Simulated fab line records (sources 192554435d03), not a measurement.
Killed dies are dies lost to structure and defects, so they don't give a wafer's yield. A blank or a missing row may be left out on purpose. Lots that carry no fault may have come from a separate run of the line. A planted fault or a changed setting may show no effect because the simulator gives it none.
Split-lot experiment | flow n5-finfet | 21 wafers read across 7 lots, on a route 1938 steps long

ABOUT THE SPLIT
At N5_FIN_SAQP_COAT_10 (resist thk 90 nm), the setting spin-rpm was moved away from the recipe's 1500 rpm on 8 of the 21 wafers read, by -5.9% to +10.5%. For the rest of the wafers, this setting stayed at what the recipe calls for.

The reading comes from the split's own step.

THE READING
CAR-ArF_of_FIN_SAQP_COAT_10.thk-nm (the simulator's own value, which no gauge read), in nm, at N5_FIN_SAQP_COAT_10 (resist thk 90 nm). The file does not state a usual value for it. Average 90.03 nm, standard deviation 0.22 nm, over the 13 wafers here run with the recipe.

wafer  | tool, chamber at the split | spin-rpm as run, rpm | against the recipe | CAR-ArF_of_FIN_SAQP_COAT_10.thk-nm, nm | against lot-mates on the recipe
L081.1 | litho-track-04, 0          | 1500                 | recipe             | 89.98                                  | -
L081.3 | litho-track-04, 0          | 1500                 | recipe             | 89.94                                  | -
L081.6 | litho-track-04, 0          | 1447                 | -3.5%              | 91.41                                  | +1.45
L084.4 | litho-track-05, 0          | 1658                 | +10.5%             | 86.12                                  | -4.11
L084.5 | litho-track-05, 0          | 1500                 | recipe             | 90.23                                  | -
L084.6 | litho-track-05, 0          | 1658                 | +10.5%             | 85.63                                  | -4.60
L087.1 | litho-track-04, 0          | 1500                 | recipe             | 89.67                                  | -
L087.4 | litho-track-04, 0          | 1426                 | -4.9%              | 92.37                                  | +2.50
L087.5 | litho-track-04, 0          | 1500                 | recipe             | 90.07                                  | -
L088.2 | litho-track-01, 0          | 1411                 | -5.9%              | 93.03                                  | +2.68
L088.5 | litho-track-01, 0          | 1411                 | -5.9%              | 92.92                                  | +2.57
L088.6 | litho-track-01, 0          | 1500                 | recipe             | 90.35                                  | -
L089.3 | litho-track-01, 0          | 1500                 | recipe             | 89.81                                  | -
L089.5 | litho-track-01, 0          | 1500                 | recipe             | 89.78                                  | -
L089.6 | litho-track-01, 0          | 1500                 | recipe             | 89.73                                  | -
L095.1 | litho-track-05, 0          | 1435                 | -4.3%              | 92.13                                  | +2.03
L095.3 | litho-track-05, 0          | 1500                 | recipe             | 90.08                                  | -
L095.6 | litho-track-05, 0          | 1500                 | recipe             | 90.13                                  | -
L097.1 | litho-track-05, 0          | 1566                 | +4.4%              | 88.15                                  | -2.13
L097.5 | litho-track-05, 0          | 1500                 | recipe             | 90.38                                  | -
L097.6 | litho-track-05, 0          | 1500                 | recipe             | 90.18                                  | -

THE FIT
A straight line over all 21 wafers: CAR-ArF_of_FIN_SAQP_COAT_10.thk-nm changes by -0.426 nm for each +1% of spin-rpm; r = -0.99; the points scatter about the line by 0.26 nm.
The same after taking each lot's own level away (the mean of its wafers on the recipe; 21 wafers): -0.432 nm for each +1%; r = -1.00; scatter 0.16 nm.
The reading moves by 4.5 nm for the largest change in spin-rpm, on that fit.
The lots' own levels span 89.773 to 90.350 nm, that is 2.6 times the standard deviation above.
So the lot-to-lot level changes the slope little: the two slopes agree.
Check: -4.73 nm against its lot-mates is what the line predicts for one of the wafers moved furthest among these (+10.5%) when that wafer is left out of the fit. Against them it came out at -4.11 nm.

OTHER SPLITS ON THESE WAFERS
Other splits were also applied to these wafers ahead of the reading. Each is held against what the fit with the lots' levels taken away leaves over:
other split on the same wafers           | wafers away from the commonest value | r with CAR-ArF_of_FIN_SAQP_COAT_10.thk-nm (lot level and that fit taken away)
N5_ZERO_LAYER_COAT_05 spin-rpm           | 5                                    | -0.02
N5_ZERO_LAYER_DEVELOP_10 develop-time-s  | 3                                    | +0.12
N5_PMOS_HMC_CHANNEL_EPI_HM_DEP_34 time-s | 9                                    | +0.21
N5_PMOS_HMC_CHANNEL_EPI_COAT_03 spin-rpm | 3                                    | -0.12
N5_FIN_SAQP_COAT_49 spin-rpm             | 10                                   | +0.27

FILE'S OWN FIT
CAR-ArF_of_FIN_SAQP_COAT_10.thk-nm changes by -0.439 nm for each +1% of spin-rpm, r = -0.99.
